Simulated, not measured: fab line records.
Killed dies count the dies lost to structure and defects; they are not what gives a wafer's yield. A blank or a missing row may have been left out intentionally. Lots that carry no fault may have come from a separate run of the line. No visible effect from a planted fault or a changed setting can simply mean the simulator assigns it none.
Which tool did it? / flow n5 finfet / 24 lots, 72 wafers sampled, at 4 steps of a route of 1938

## WHAT EACH GAUGE READ, for each wafer
N5_BEOL_M15_INSPECT_12: inspects for defects (macro).
lot=L074; measured=day 11 14:32; on=defect inspect-02; raw defect count=2 3 2
lot=L076; measured=day 11 15:23; on=defect inspect-01; raw defect count=4 1 3
lot=L075; measured=day 11 17:22; on=defect inspect-01; raw defect count=1 0 2
lot=L077; measured=day 11 23:50; on=defect inspect-02; raw defect count=1 1 1
lot=L078; measured=day 12 07:50; on=defect inspect-02; raw defect count=0 5 0
lot=L079; measured=day 12 10:52; on=defect inspect-02; raw defect count=4 1 1
lot=L080; measured=day 12 19:37; on=defect inspect-01; raw defect count=1 5 1
lot=L081; measured=day 12 20:43; on=defect inspect-01; raw defect count=3 1 3
lot=L083; measured=day 13 09:23; on=defect inspect-01; raw defect count=2 5 0
lot=L084; measured=day 13 12:42; on=defect inspect-01; raw defect count=1 3 1
lot=L082; measured=day 13 13:32; on=defect inspect-02; raw defect count=1 3 2
lot=L085; measured=day 13 20:06; on=defect inspect-02; raw defect count=1 3 4
lot=L087; measured=day 14 11:04; on=defect inspect-01; raw defect count=3 2 1
lot=L086; measured=day 14 16:10; on=defect inspect-01; raw defect count=1 3 2
lot=L088; measured=day 15 12:47; on=defect inspect-02; raw defect count=1 2 1
lot=L089; measured=day 15 13:04; on=defect inspect-02; raw defect count=3 0 4
lot=L090; measured=day 15 13:22; on=defect inspect-01; raw defect count=3 2 1
lot=L091; measured=day 16 00:08; on=defect inspect-02; raw defect count=3 0 2
lot=L093; measured=day 16 03:32; on=defect inspect-02; raw defect count=3 3 0
lot=L094; measured=day 16 04:02; on=defect inspect-01; raw defect count=3 0 2
lot=L092; measured=day 16 09:38; on=defect inspect-01; raw defect count=1 4 3
lot=L095; measured=day 16 20:22; on=defect inspect-02; raw defect count=0 0 0
lot=L096; measured=day 17 06:34; on=defect inspect-02; raw defect count=1 2 5
lot=L097; measured=day 17 20:33; on=defect inspect-01; raw defect count=3 2 0

N5_BEOL_M15_CD_MEAS_17: target cd 360 nm.
lot=L074; measured=day 11 15:04; on=cd sem-03; cd nm (nm)=359.4 360.3 358.7
lot=L076; measured=day 11 16:15; on=cd sem-03; cd nm (nm)=365.2 361.9 365.5
lot=L075; measured=day 11 18:04; on=cd sem-03; cd nm (nm)=359.5 361.9 359.2
lot=L077; measured=day 12 00:34; on=cd sem-03; cd nm (nm)=361.4 359.0 361.6
lot=L078; measured=day 12 08:22; on=cd sem-02; cd nm (nm)=363.2 361.9 366.1
lot=L079; measured=day 12 11:25; on=cd sem-03; cd nm (nm)=360.7 361.0 357.8
lot=L080; measured=day 12 20:09; on=cd sem-03; cd nm (nm)=363.9 359.6 363.0
lot=L081; measured=day 12 21:14; on=cd sem-02; cd nm (nm)=362.8 359.6 360.5
lot=L083; measured=day 13 09:55; on=cd sem-01; cd nm (nm)=364.1 360.0 361.7
lot=L084; measured=day 13 13:14; on=cd sem-02; cd nm (nm)=358.2 362.9 360.2
lot=L082; measured=day 13 14:05; on=cd sem-02; cd nm (nm)=358.0 356.3 361.2
lot=L085; measured=day 13 20:47; on=cd sem-03; cd nm (nm)=362.5 362.1 362.2
lot=L087; measured=day 14 11:35; on=cd sem-03; cd nm (nm)=356.7 363.2 362.0
lot=L086; measured=day 14 16:42; on=cd sem-03; cd nm (nm)=360.4 361.8 363.6
lot=L088; measured=day 15 13:20; on=cd sem-03; cd nm (nm)=362.8 366.0 359.7
lot=L089; measured=day 15 13:35; on=cd sem-02; cd nm (nm)=355.7 360.0 358.4
lot=L090; measured=day 15 14:32; on=cd sem-02; cd nm (nm)=363.4 360.7 361.5
lot=L091; measured=day 16 00:53; on=cd sem-01; cd nm (nm)=357.3 364.8 361.9
lot=L093; measured=day 16 04:04; on=cd sem-02; cd nm (nm)=360.7 364.8 361.4
lot=L094; measured=day 16 04:34; on=cd sem-01; cd nm (nm)=365.0 362.8 365.5
lot=L092; measured=day 16 10:25; on=cd sem-03; cd nm (nm)=358.9 358.1 363.2
lot=L095; measured=day 16 20:53; on=cd sem-03; cd nm (nm)=359.0 360.2 359.8
lot=L096; measured=day 17 07:06; on=cd sem-01; cd nm (nm)=365.2 363.4 363.1
lot=L097; measured=day 17 21:05; on=cd sem-02; cd nm (nm)=358.7 362.4 357.9

N5_BEOL_M15_OVL_MEAS_29.
lot=L074; measured=day 11 16:03; on=overlay-02; M15_OVL (nm)=-7 3 -1
lot=L076; measured=day 11 17:10; on=overlay-02; M15_OVL (nm)=2 6 5
lot=L075; measured=day 11 18:58; on=overlay-02; M15_OVL (nm)=-17 -5 -11
lot=L077; measured=day 12 01:37; on=overlay-01; M15_OVL (nm)=-2 7 9
lot=L078; measured=day 12 09:25; on=overlay-02; M15_OVL (nm)=-1 3 -1
lot=L079; measured=day 12 12:19; on=overlay-02; M15_OVL (nm)=0 -1 -9
lot=L080; measured=day 12 21:04; on=overlay-01; M15_OVL (nm)=-4 -7 -2
lot=L081; measured=day 12 22:08; on=overlay-02; M15_OVL (nm)=-3 8 5
lot=L083; measured=day 13 11:05; on=overlay-02; M15_OVL (nm)=-8 1 -6
lot=L084; measured=day 13 14:16; on=overlay-02; M15_OVL (nm)=5 -6 1
lot=L082; measured=day 13 15:07; on=overlay-02; M15_OVL (nm)=10 0 5
lot=L085; measured=day 13 21:51; on=overlay-01; M15_OVL (nm)=9 7 7
lot=L087; measured=day 14 12:37; on=overlay-02; M15_OVL (nm)=-1 3 3
lot=L086; measured=day 14 17:44; on=overlay-01; M15_OVL (nm)=-8 -5 -12
lot=L088; measured=day 15 14:29; on=overlay-02; M15_OVL (nm)=-8 6 1
lot=L089; measured=day 15 14:55; on=overlay-01; M15_OVL (nm)=2 0 -4
lot=L090; measured=day 15 15:30; on=overlay-02; M15_OVL (nm)=-6 -1 0
lot=L091; measured=day 16 01:53; on=overlay-02; M15_OVL (nm)=-6 -1 -1
lot=L093; measured=day 16 04:59; on=overlay-02; M15_OVL (nm)=1 -3 1
lot=L094; measured=day 16 05:53; on=overlay-01; M15_OVL (nm)=3 0 -3
lot=L092; measured=day 16 11:20; on=overlay-02; M15_OVL (nm)=10 4 7
lot=L095; measured=day 16 21:55; on=overlay-02; M15_OVL (nm)=-5 5 -5
lot=L096; measured=day 17 08:22; on=overlay-02; M15_OVL (nm)=5 -4 0
lot=L097; measured=day 17 21:59; on=overlay-01; M15_OVL (nm)=0 -5 -3

## EACH LOT AND THE TOOL THAT RAN IT (in order: tool; ch and the chambers of the sampled wafers; start)
lot=L074; N5_BEOL_M15_STRIP_64=rie diel-06 ch 0,1,2, day 11 15:04 or earlier
lot=L076; N5_BEOL_M15_STRIP_64=rie diel-01 ch 0,1,3, day 11 16:15 or earlier
lot=L075; N5_BEOL_M15_STRIP_64=rie diel-06 ch 0,2,3, day 11 18:04 or earlier
lot=L077; N5_BEOL_M15_STRIP_64=rie diel-01 ch 2,3, day 12 00:34 or earlier
lot=L078; N5_BEOL_M15_STRIP_64=rie diel-06 ch 1,2,3, day 12 08:22 or earlier
lot=L079; N5_BEOL_M15_STRIP_64=rie diel-01 ch 0,1,2, day 12 11:25 or earlier
lot=L080; N5_BEOL_M15_STRIP_64=rie diel-01 ch 0,1,2, day 12 20:09 or earlier
lot=L081; N5_BEOL_M15_STRIP_64=rie diel-01 ch 0,2, day 12 21:14 or earlier
lot=L083; N5_BEOL_M15_STRIP_64=rie diel-06 ch 0,1,3, day 13 09:55 or earlier
lot=L084; N5_BEOL_M15_STRIP_64=rie diel-06 ch 0,1,2, day 13 13:14 or earlier
lot=L082; N5_BEOL_M15_STRIP_64=rie diel-01 ch 0,1,3, day 13 14:05 or earlier
lot=L085; N5_BEOL_M15_STRIP_64=rie diel-06 ch 0,3, day 13 20:47 or earlier
lot=L087; N5_BEOL_M15_STRIP_64=rie diel-02 ch 1,2, day 14 11:35 or earlier
lot=L086; N5_BEOL_M15_STRIP_64=rie diel-01 ch 0,2,3, day 14 16:42 or earlier
lot=L088; N5_BEOL_M15_STRIP_64=rie diel-06 ch 1,2,3, day 15 13:20 or earlier
lot=L089; N5_BEOL_M15_STRIP_64=rie diel-02 ch 1,3, day 15 13:35 or earlier
lot=L090; N5_BEOL_M15_STRIP_64=rie diel-01 ch 0,3, day 15 14:32 or earlier
lot=L091; N5_BEOL_M15_STRIP_64=rie diel-02 ch 0,1,2, day 16 00:53 or earlier
lot=L093; N5_BEOL_M15_STRIP_64=rie diel-06 ch 0,1,3, day 16 04:04 or earlier
lot=L094; N5_BEOL_M15_STRIP_64=rie diel-01 ch 0,2,3, day 16 04:34 or earlier
lot=L092; N5_BEOL_M15_STRIP_64=rie diel-02 ch 0,1,3, day 16 10:25 or earlier
lot=L095; N5_BEOL_M15_STRIP_64=rie diel-01 ch 2,3, day 16 20:53 or earlier
lot=L096; N5_BEOL_M15_STRIP_64=rie diel-01 ch 0,1,3, day 17 07:06 or earlier
lot=L097; N5_BEOL_M15_STRIP_64=rie diel-01 ch 1,3, day 17 21:05 or earlier
- N5_BEOL_M15_STRIP_64: strips in O2.

## WHAT THE TOOLS THEMSELVES READ (means of the sampled wafers that have a number; where no wafer has one, the mark that the record gives instead)
N5_BEOL_M15_STRIP_64.
lot=L074; tool=rie diel-06; drypump motor current A (A)=6.5; oes product au (a.u.)=0.75; rf vpp V (V)=3.8; showerhead plenum p Torr (Torr)=2.08; throttle valve pct (%)=16.9
lot=L076; tool=rie diel-01; drypump motor current A (A)=5.7; oes product au (a.u.)=0.73; rf vpp V (V)=3.5; showerhead plenum p Torr (Torr)=2.09; throttle valve pct (%)=16.6
lot=L075; tool=rie diel-06; drypump motor current A (A)=6.2; oes product au (a.u.)=0.75; rf vpp V (V)=3.5; showerhead plenum p Torr (Torr)=2.08; throttle valve pct (%)=16.9
lot=L077; tool=rie diel-01; drypump motor current A (A)=5.6; oes product au (a.u.)=0.69; rf vpp V (V)=3.3; showerhead plenum p Torr (Torr)=1.96; throttle valve pct (%)=16.7
lot=L078; tool=rie diel-06; drypump motor current A (A)=6.1; oes product au (a.u.)=0.80; rf vpp V (V)=3.6; showerhead plenum p Torr (Torr)=2.04; throttle valve pct (%)=16.8
lot=L079; tool=rie diel-01; drypump motor current A (A)=5.5; oes product au (a.u.)=0.75; rf vpp V (V)=3.9; showerhead plenum p Torr (Torr)=2.08; throttle valve pct (%)=16.6
lot=L080; tool=rie diel-01; drypump motor current A (A)=5.5; oes product au (a.u.)=0.74; rf vpp V (V)=3.6; showerhead plenum p Torr (Torr)=2.08; throttle valve pct (%)=16.6
lot=L081; tool=rie diel-01; drypump motor current A (A)=5.6; oes product au (a.u.)=0.78; rf vpp V (V)=4.0; showerhead plenum p Torr (Torr)=2.06; throttle valve pct (%)=16.3
lot=L083; tool=rie diel-06; drypump motor current A (A)=6.4; oes product au (a.u.)=0.79; rf vpp V (V)=3.7; showerhead plenum p Torr (Torr)=2.09; throttle valve pct (%)=16.7
lot=L084; tool=rie diel-06; drypump motor current A (A)=6.5; oes product au (a.u.)=0.74; rf vpp V (V)=3.8; showerhead plenum p Torr (Torr)=2.08; throttle valve pct (%)=16.9
lot=L082; tool=rie diel-01; drypump motor current A (A)=5.8; oes product au (a.u.)=0.82; rf vpp V (V)=4.0; showerhead plenum p Torr (Torr)=2.18; throttle valve pct (%)=16.5
lot=L085; tool=rie diel-06; drypump motor current A (A)=6.4; oes product au (a.u.)=0.73; rf vpp V (V)=3.3; showerhead plenum p Torr (Torr)=2.13; throttle valve pct (%)=16.8
lot=L087; tool=rie diel-02; drypump motor current A (A)=5.3; oes product au (a.u.)=0.79; rf vpp V (V)=3.8; showerhead plenum p Torr (Torr)=2.14; throttle valve pct (%)=16.6
lot=L086; tool=rie diel-01; drypump motor current A (A)=5.7; oes product au (a.u.)=0.91; rf vpp V (V)=3.2; showerhead plenum p Torr (Torr)=2.18; throttle valve pct (%)=16.2
lot=L088; tool=rie diel-06; drypump motor current A (A)=6.1; oes product au (a.u.)=0.78; rf vpp V (V)=3.6; showerhead plenum p Torr (Torr)=2.03; throttle valve pct (%)=16.9
lot=L089; tool=rie diel-02; drypump motor current A (A)=6.0; oes product au (a.u.)=0.91; rf vpp V (V)=3.1; showerhead plenum p Torr (Torr)=2.24; throttle valve pct (%)=16.5
lot=L090; tool=rie diel-01; drypump motor current A (A)=5.9; oes product au (a.u.)=0.86; rf vpp V (V)=3.8; showerhead plenum p Torr (Torr)=2.19; throttle valve pct (%)=16.2
lot=L091; tool=rie diel-02; drypump motor current A (A)=5.5; oes product au (a.u.)=0.74; rf vpp V (V)=3.7; showerhead plenum p Torr (Torr)=2.16; throttle valve pct (%)=16.7
lot=L093; tool=rie diel-06; drypump motor current A (A)=6.3; oes product au (a.u.)=0.77; rf vpp V (V)=3.8; showerhead plenum p Torr (Torr)=2.09; throttle valve pct (%)=16.8
lot=L094; tool=rie diel-01; drypump motor current A (A)=5.7; oes product au (a.u.)=0.88; rf vpp V (V)=3.7; showerhead plenum p Torr (Torr)=2.18; throttle valve pct (%)=16.2
lot=L092; tool=rie diel-02; drypump motor current A (A)=5.9; oes product au (a.u.)=0.80; rf vpp V (V)=3.6; showerhead plenum p Torr (Torr)=2.21; throttle valve pct (%)=16.6
lot=L095; tool=rie diel-01; drypump motor current A (A)=5.8; oes product au (a.u.)=0.90; rf vpp V (V)=3.3; showerhead plenum p Torr (Torr)=2.22; throttle valve pct (%)=16.2
lot=L096; tool=rie diel-01; drypump motor current A (A)=5.7; oes product au (a.u.)=0.89; rf vpp V (V)=3.8; showerhead plenum p Torr (Torr)=2.17; throttle valve pct (%)=16.4
lot=L097; tool=rie diel-01; drypump motor current A (A)=5.7; oes product au (a.u.)=0.95; rf vpp V (V)=4.0; showerhead plenum p Torr (Torr)=2.20; throttle valve pct (%)=16.6

## THE ANSWER, worked out from the rows above alone
Rule: what is usual is taken from the lots themselves. The widest of any qualifying gaps counts: lots, ordered by their means at a reading, are off when they make up no more than a third of the lots, leave a main group of 4 or more, and stand apart from it by 3 or more times the standard deviation of that group's means. A main group is skipped when, at the precision printed for the reading in the tables above, its means are all equal. Also off: a lot with no number at a reading for which 4 or more lots have one. Where the step has rows for the other lots, those lots are counted as sound. Order of review: gauges by route order, followed by the tools' own readings, for which a lot's mean as printed above is used. At the first step where some lot is off, the reading lying furthest off is the one used; lots without a number count as furthest.
None of the lots is off at any reading shown; this tells nothing.

## WHAT WAS PUT IN BY THE SIMULATOR
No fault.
